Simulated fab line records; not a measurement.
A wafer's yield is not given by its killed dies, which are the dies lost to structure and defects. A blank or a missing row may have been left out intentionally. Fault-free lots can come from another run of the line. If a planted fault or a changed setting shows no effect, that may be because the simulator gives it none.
Which tool did it? ; flow n5-finfet ; 24 lots, 72 wafers sampled, at 6 steps of a route of 1938

WHAT THE GAUGES READ, wafer by wafer
The record lacks any reading of a measuring or inspecting step that a usual standard deviation could be used to judge.

TOOL THAT RAN EACH LOT (tool first, then ch and the chambers of the sampled wafers, then the start)
lot;N5_HKMG_FIN_STRIP_19;N5_HKMG_FIN_STRIP_69;N5_HKMG_FIN_ALD_21;N5_GATE_CUT_STRIP_59;N5_GATE_CUT_PECVD_57;N5_GATE_CUT_CMP_02
L074;plasma-asher-01 ch 0,1, day 4 01:41;plasma-asher-01 ch 0,1, day 4 03:50;ald-metal-01 ch 1,2,3, day 4 04:14;rie-diel-04 ch 0,1,3, day 4 05:54;pecvd-03 ch 0,2, day 4 08:18;cmp-04 ch 0,3, day 4 08:25
L075;plasma-asher-01 ch 0,1, day 4 09:55;plasma-asher-02 ch 0,1, day 4 12:22;ald-metal-02 ch 0,2, day 4 12:38;rie-diel-01 ch 0,1,3, day 4 14:18;pecvd-02 ch 1,2, day 4 16:43;cmp-04 ch 0,1,2, day 4 16:47
L076;plasma-asher-01 ch 0,1, day 4 15:07;plasma-asher-01 ch 0,1, day 4 17:24;ald-metal-03 ch 0,3, day 4 17:47;rie-diel-04 ch 0,1, day 4 19:39;pecvd-02 ch 0,2, day 4 22:20;cmp-04 ch 1,2,3, day 4 22:31
L077;plasma-asher-01 ch 1, day 4 21:59;plasma-asher-01 ch 0,1, day 5 00:19;ald-metal-01 ch 0,3, day 5 00:41;rie-diel-04 ch 0,3, day 5 02:38;pecvd-04 ch 0,2, day 5 06:14;cmp-04 ch 1,2,3, day 5 06:23
L078;plasma-asher-01 ch 0,1, day 5 07:20;plasma-asher-01 ch 0,1, day 5 09:29;ald-metal-01 ch 0,2,3, day 5 09:52;rie-diel-01 ch 0,1,2, day 5 11:49;pecvd-03 ch 1,2, day 5 14:55;cmp-03 ch 0,2,3, day 5 15:01
L079;plasma-asher-02 ch 0,1, day 5 10:22;plasma-asher-02 ch 0,1, day 5 12:31;ald-metal-03 ch 1,2, day 5 12:47;rie-diel-01 ch 0,2,3, day 5 14:27;pecvd-03 ch 1,2, day 5 16:53;cmp-03 ch 0,1, day 5 16:58
L080;plasma-asher-02 ch 0,1, day 5 14:35;plasma-asher-01 ch 0,1, day 5 17:00;ald-metal-01 ch 0,3, day 5 17:23;rie-diel-06 ch 1,2,3, day 5 19:04;pecvd-04 ch 0,1, day 5 21:41;cmp-04 ch 1,2,3, day 5 21:52
L081;plasma-asher-01 ch 0,1, day 5 20:53;plasma-asher-02 ch 0,1, day 5 23:10;ald-metal-01 ch 1,2, day 5 23:33;rie-diel-04 ch 0,1,2, day 6 01:13;pecvd-02 ch 1,2, day 6 03:38;cmp-01 ch 0,1,3, day 6 03:47
L082;plasma-asher-02 ch 0,1, day 6 05:51;plasma-asher-02 ch 0,1, day 6 08:17;ald-metal-01 ch 0,1,2, day 6 08:43;rie-diel-01 ch 1,2,3, day 6 10:13;pecvd-02 ch 0,1,2, day 6 12:39;cmp-01 ch 0,1,3, day 6 12:49
L083;plasma-asher-01 ch 0,1, day 6 11:16;plasma-asher-01 ch 0,1, day 6 13:26;ald-metal-02 ch 1,2,3, day 6 13:49;rie-diel-01 ch 0,1,3, day 6 16:01;pecvd-03 ch 0,2, day 6 18:25;cmp-04 ch 0,1,3, day 6 18:32
L084;plasma-asher-01 ch 0,1, day 6 20:29;plasma-asher-01 ch 0,1, day 6 22:39;ald-metal-03 ch 1,2, day 6 23:02;rie-diel-06 ch 0,1, day 7 00:42;pecvd-03 ch 0,1, day 7 03:07;cmp-01 ch 2,3, day 7 03:20
L085;plasma-asher-02 ch 0,1, day 6 23:04;plasma-asher-02 ch 0,1, day 7 01:14;ald-metal-03 ch 0,1,2, day 7 01:37;rie-diel-06 ch 0,2,3, day 7 03:21;pecvd-04 ch 1,2, day 7 05:46;cmp-01 ch 0,1,3, day 7 05:53
L087;plasma-asher-01 ch 0,1, day 7 14:49;plasma-asher-01 ch 0,1, day 7 16:58;ald-metal-02 ch 0,1,3, day 7 17:22;rie-diel-04 ch 1,2,3, day 7 19:15;pecvd-04 ch 0,1,2, day 7 21:41;cmp-03 ch 0,2,3, day 7 21:45
L086;plasma-asher-02 ch 0,1, day 7 15:25;plasma-asher-02 ch 0,1, day 7 17:35;ald-metal-03 ch 2,3, day 7 17:51;rie-diel-06 ch 0,2,3, day 7 19:44;pecvd-03 ch 0,1,2, day 7 23:51;cmp-04 ch 0,1,3, day 7 23:58
L088;plasma-asher-01 ch 0,1, day 7 17:53;plasma-asher-02 ch 0,1, day 7 20:06;ald-metal-01 ch 0,3, day 7 20:23;rie-diel-04 ch 0,2,3, day 7 22:08;pecvd-04 ch 0,1,2, day 8 00:32;cmp-01 ch 0,1,3, day 8 00:40
L089;plasma-asher-01 ch 0,1, day 8 02:38;plasma-asher-02 ch 0,1, day 8 05:02;ald-metal-01 ch 0,1,2, day 8 05:17;rie-diel-04 ch 0,1, day 8 07:01;pecvd-03 ch 0,1,2, day 8 09:26;cmp-03 ch 0,3, day 8 09:30
L090;plasma-asher-01 ch 0,1, day 8 03:28;plasma-asher-02 ch 0, day 8 05:45;ald-metal-01 ch 0,1,2, day 8 06:08;rie-diel-04 ch 1,3, day 8 07:49;pecvd-04 ch 1,2, day 8 10:14;cmp-01 ch 0,1,3, day 8 10:20
L091;plasma-asher-01 ch 0,1, day 8 08:01;plasma-asher-01 ch 0,1, day 8 10:16;ald-metal-03 ch 1,2,3, day 8 10:39;rie-diel-01 ch 1,3, day 8 12:21;pecvd-03 ch 0,1,2, day 8 16:14;cmp-04 ch 0,1,3, day 8 16:20
L092;plasma-asher-01 ch 0,1, day 8 17:56;plasma-asher-02 ch 0,1, day 8 20:09;ald-metal-03 ch 0,1,2, day 8 20:32;rie-diel-01 ch 1,3, day 8 22:28;pecvd-04 ch 0,1, day 9 02:39;cmp-01 ch 0,3, day 9 02:43
L093;plasma-asher-02 ch 0,1, day 9 03:03;plasma-asher-02 ch 0,1, day 9 05:13;ald-metal-03 ch 0,2,3, day 9 05:36;rie-diel-01 ch 0,1,3, day 9 07:16;pecvd-04 ch 0,1, day 9 09:41;cmp-03 ch 0,2,3, day 9 09:46
L094;plasma-asher-01 ch 0,1, day 9 08:47;plasma-asher-01 ch 0,1, day 9 11:04;ald-metal-01 ch 0,1, day 9 11:27;rie-diel-04 ch 2,3, day 9 13:16;pecvd-04 ch 0,2, day 9 15:41;cmp-04 ch 0,1,3, day 9 15:46
L095;plasma-asher-02 ch 0,1, day 9 13:16;plasma-asher-01 ch 0,1, day 9 15:25;ald-metal-01 ch 1,2,3, day 9 15:47;rie-diel-01 ch 1,2,3, day 9 17:49;pecvd-03 ch 0,1,2, day 9 20:13;cmp-01 ch 0,1,2, day 9 20:22
L096;plasma-asher-02 ch 0,1, day 9 15:59;plasma-asher-02 ch 0,1, day 9 18:08;ald-metal-03 ch 0,2, day 9 18:23;rie-diel-04 ch 1,2,3, day 9 20:20;pecvd-03 ch 0,2, day 9 22:45;cmp-03 ch 0,3, day 9 22:50
L097;plasma-asher-02 ch 0,1, day 10 02:28;plasma-asher-01 ch 0,1, day 10 04:49;ald-metal-02 ch 0,3, day 10 05:05;rie-diel-06 ch 1,3, day 10 06:50;pecvd-04 ch 0,2, day 10 09:14;cmp-03 ch 0,2, day 10 09:28
- N5_HKMG_FIN_STRIP_19: strips in N2/H2, time 360 s.
- N5_HKMG_FIN_STRIP_69: strips in N2/H2, time 360 s.
- N5_HKMG_FIN_ALD_21: deposits TiN, target thk 1.5 nm, pulse time 1 s, purge time 3 s.
- N5_GATE_CUT_STRIP_59: strips in N2/H2, time 20 s.
- N5_GATE_CUT_PECVD_57: deposits SiNx from SiH4/NH3/N2, target thk 21 nm.
- N5_GATE_CUT_CMP_02: polishes, stops on SiO2, t overpolish 12.7 s, target thk 0 nm.

AS READ BY THE TOOLS THEMSELVES (means over the sampled wafers that have a number; for cases with no such wafer, the mark the record gives instead)
N5_HKMG_FIN_STRIP_19. Usual: drypump-motor-current-A 5.6 A, standard deviation 0.56; heater-power-w 453 W, standard deviation 31.
lot;tool;drypump-motor-current-A (A);heater-power-w (W);flag
L074;plasma-asher-01;6.0;424;
L075;plasma-asher-01;5.8;445;
L076;plasma-asher-01;5.8;447;
L077;plasma-asher-01;6.2;412;
L078;plasma-asher-01;5.8;443;
L079;plasma-asher-02;4.9;489;
L080;plasma-asher-02;4.9;482;
L081;plasma-asher-01;5.8;440;
L082;plasma-asher-02;4.9;486;
L083;plasma-asher-01;6.0;430;
L084;plasma-asher-01;6.0;426;
L085;plasma-asher-02;4.9;482;
L087;plasma-asher-01;6.0;427;
L086;plasma-asher-02;4.9;484;
L088;plasma-asher-01;5.8;448;
L089;plasma-asher-01;6.0;430;
L090;plasma-asher-01;6.0;424;
L091;plasma-asher-01;5.8;441;
L092;plasma-asher-01;6.0;430;
L093;plasma-asher-02;4.9;487;
L094;plasma-asher-01;6.1;421;
L095;plasma-asher-02;5.3;470;
L096;plasma-asher-02;4.9;493;
L097;plasma-asher-02;5.3;475;

N5_HKMG_FIN_STRIP_69. Usual: drypump-motor-current-A 5.5 A, standard deviation 0.59; heater-power-w 458 W, standard deviation 33.
lot;tool;drypump-motor-current-A (A);heater-power-w (W);flag
L074;plasma-asher-01;5.8;445;
L075;plasma-asher-02;5.3;475;
L076;plasma-asher-01;5.8;444;
L077;plasma-asher-01;5.8;441;
L078;plasma-asher-01;6.0;425;
L079;plasma-asher-02;5.3;487;
L080;plasma-asher-01;5.8;440;
L081;plasma-asher-02;4.9;489;
L082;plasma-asher-02;4.9;486;
L083;plasma-asher-01;5.8;437;
L084;plasma-asher-01;6.0;422;
L085;plasma-asher-02;4.9;493;
L087;plasma-asher-01;5.8;437;
L086;plasma-asher-02;5.3;475;
L088;plasma-asher-02;5.3;473;
L089;plasma-asher-02;4.9;490;
L090;plasma-asher-02;5.6;455;
L091;plasma-asher-01;6.1;421;
L092;plasma-asher-02;5.3;481;
L093;plasma-asher-02;4.9;490;
L094;plasma-asher-01;5.8;443;
L095;plasma-asher-01;5.8;445;
L096;plasma-asher-02;4.9;485;
L097;plasma-asher-01;6.0;424;

N5_HKMG_FIN_ALD_21. Usual: heater-power-w 879 W, standard deviation 100; precursor-pulse-height-rel 1.001, standard deviation 0.02.
lot;tool;heater-power-w (W);precursor-pulse-height-rel;flag
L074;ald-metal-01;862;0.989;
L075;ald-metal-02;847;1.005;
L076;ald-metal-03;949;0.991;
L077;ald-metal-01;923;1.002;
L078;ald-metal-01;880;1.005;
L079;ald-metal-03;828;0.990;
L080;ald-metal-01;894;1.026;
L081;ald-metal-01;877;1.005;
L082;ald-metal-01;910;0.992;
L083;ald-metal-02;952;0.996;
L084;ald-metal-03;745;0.988;
L085;ald-metal-03;860;0.986;
L087;ald-metal-02;952;0.995;
L086;ald-metal-03;698;0.990;
L088;ald-metal-01;929;1.017;
L089;ald-metal-01;887;0.993;
L090;ald-metal-01;905;0.992;
L091;ald-metal-03;790;1.011;
L092;ald-metal-03;866;1.004;
L093;ald-metal-03;832;0.995;
L094;ald-metal-01;892;1.002;
L095;ald-metal-01;868;0.995;
L096;ald-metal-03;784;0.992;
L097;ald-metal-02;889;1.006;

N5_GATE_CUT_STRIP_59. Usual: drypump-motor-current-A 5.9 A, standard deviation 0.37; oes-product-au 0.80 a.u., standard deviation 0.086; rf-vpp-V 45.2 V, standard deviation 0.78; showerhead-plenum-p-Torr 3.37 Torr, standard deviation 0.12; throttle-valve-pct 12.22 %, standard deviation 0.28.
lot;tool;drypump-motor-current-A (A);oes-product-au (a.u.);rf-vpp-V (V);showerhead-plenum-p-Torr (Torr);throttle-valve-pct (%);flag
L074;rie-diel-04;5.8;0.83;46.1;3.44;12.25;
L075;rie-diel-01;6.2;0.82;44.4;3.33;12.29;
L076;rie-diel-04;5.9;0.75;44.6;3.41;12.27;
L077;rie-diel-04;5.5;0.83;45.1;3.41;12.04;
L078;rie-diel-01;6.1;0.78;45.4;3.31;12.32;
L079;rie-diel-01;6.2;0.78;45.7;3.39;12.41;
L080;rie-diel-06;5.8;0.73;45.2;3.36;12.09;
L081;rie-diel-04;6.0;0.81;45.1;3.39;12.25;
L082;rie-diel-01;6.2;0.78;44.6;3.43;12.35;
L083;rie-diel-01;6.2;0.80;44.7;3.32;12.33;
L084;rie-diel-06;5.8;0.78;44.9;3.42;11.97;
L085;rie-diel-06;5.8;0.80;45.8;3.30;11.90;
L087;rie-diel-04;5.8;0.84;44.8;3.40;12.27;
L086;rie-diel-06;5.8;0.79;45.1;3.30;11.92;
L088;rie-diel-04;5.6;0.85;45.4;3.38;12.05;
L089;rie-diel-04;5.9;0.72;45.7;3.40;12.35;
L090;rie-diel-04;6.0;0.76;45.7;3.45;12.56;
L091;rie-diel-01;6.3;0.78;45.0;3.44;12.39;
L092;rie-diel-01;6.2;0.78;45.4;3.35;12.32;
L093;rie-diel-01;6.2;0.79;45.2;3.31;12.37;
L094;rie-diel-04;5.7;0.89;45.3;3.35;12.02;
L095;rie-diel-01;6.2;0.84;45.5;3.42;12.22;
L096;rie-diel-04;5.8;0.91;45.2;3.40;12.08;
L097;rie-diel-06;6.0;0.71;45.2;3.34;12.15;

N5_GATE_CUT_PECVD_57. Usual: heater-power-w 855 W, standard deviation 91; rf-fwd-power-W 297.4 W, standard deviation 1.1; showerhead-plenum-p-Torr 5.10 Torr, standard deviation 0.072; throttle-valve-pct 39.1 %, standard deviation 1.5.
lot;tool;heater-power-w (W);rf-fwd-power-W (W);showerhead-plenum-p-Torr (Torr);throttle-valve-pct (%);flag
L074;pecvd-03;922;297.9;5.07;40.2;
L075;pecvd-02;870;297.1;5.19;38.0;
L076;pecvd-02;779;297.0;5.13;36.8;
L077;pecvd-04;814;298.2;5.11;39.0;
L078;pecvd-03;887;297.0;5.05;39.4;
L079;pecvd-03;819;297.3;5.05;39.4;
L080;pecvd-04;858;297.2;5.11;40.1;
L081;pecvd-02;934;298.9;5.20;37.1;
L082;pecvd-02;744;298.1;5.17;37.4;
L083;pecvd-03;846;297.8;5.09;40.2;
L084;pecvd-03;883;297.0;5.12;40.0;
L085;pecvd-04;855;296.9;5.11;37.7;
L087;pecvd-04;903;297.9;5.10;39.2;
L086;pecvd-03;874;296.9;5.06;39.8;
L088;pecvd-04;777;297.3;5.12;39.1;
L089;pecvd-03;881;297.2;5.07;39.9;
L090;pecvd-04;875;296.9;5.11;37.9;
L091;pecvd-03;777;297.8;5.07;39.9;
L092;pecvd-04;882;297.1;5.10;40.0;
L093;pecvd-04;878;297.4;5.11;40.3;
L094;pecvd-04;759;298.2;5.12;38.3;
L095;pecvd-03;901;297.7;5.06;39.9;
L096;pecvd-03;899;299.2;5.08;40.3;
L097;pecvd-04;827;297.4;5.12;39.6;

N5_GATE_CUT_CMP_02. Usual: motor-current-A 9.2 A, standard deviation 1; overpolish-run-s 12.701 s, standard deviation 0.0093; platen-rpm 51.80 rpm, standard deviation 0.036; time-to-endpoint-s 26.2 s, standard deviation 2.9.
lot;tool;motor-current-A (A);overpolish-run-s (s);platen-rpm (rpm);time-to-endpoint-s (s);flag
L074;cmp-04;9.0;12.697;51.75;25.6;
L075;cmp-04;8.8;12.691;51.85;28.5;
L076;cmp-04;8.0;12.703;51.82;26.0;
L077;cmp-04;8.0;12.708;51.82;25.9;
L078;cmp-03;9.9;12.699;51.81;25.9;
L079;cmp-03;9.0;12.696;51.80;30.6;
L080;cmp-04;7.9;12.700;51.78;27.3;
L081;cmp-01;9.8;12.706;51.79;26.8;
L082;cmp-01;9.4;12.695;51.83;28.0;
L083;cmp-04;8.6;12.699;51.80;23.7;
L084;cmp-01;9.3;12.699;51.78;25.7;
L085;cmp-01;9.6;12.705;51.79;23.2;
L087;cmp-03;10.1;12.701;51.79;25.5;
L086;cmp-04;8.7;12.695;51.74;24.6;
L088;cmp-01;9.8;12.702;51.80;23.3;
L089;cmp-03;10.3;12.697;51.82;28.5;
L090;cmp-01;9.5;12.709;51.78;25.8;
L091;cmp-04;8.7;12.696;51.80;24.0;
L092;cmp-01;9.3;12.706;51.84;29.7;
L093;cmp-03;10.1;12.702;51.77;25.1;
L094;cmp-04;8.6;12.696;51.85;21.8;
L095;cmp-01;10.0;12.705;51.82;27.9;
L096;cmp-03;9.6;12.702;51.78;24.1;
L097;cmp-03;10.1;12.703;51.83;24.8;

THE ANSWER, worked out from the rows above alone
Rule: a lot counts as off when the mean over its wafers that have a number is more than 3 standard deviations away from the usual mean. Also off: a lot with no number at a reading for which 4 or more lots have one. All remaining lots with rows at the step are treated as sound. After the gauges, taken in route order, come the tools' own readings; for these a lot's mean is taken, as printed above. The first step at which some lot is off is used, and at that step the reading that is off furthest; a lot without a number counts as furthest.
No lot is off on any of the readings shown, so nothing can be concluded from this.

WHAT THE SIMULATOR PUT IN
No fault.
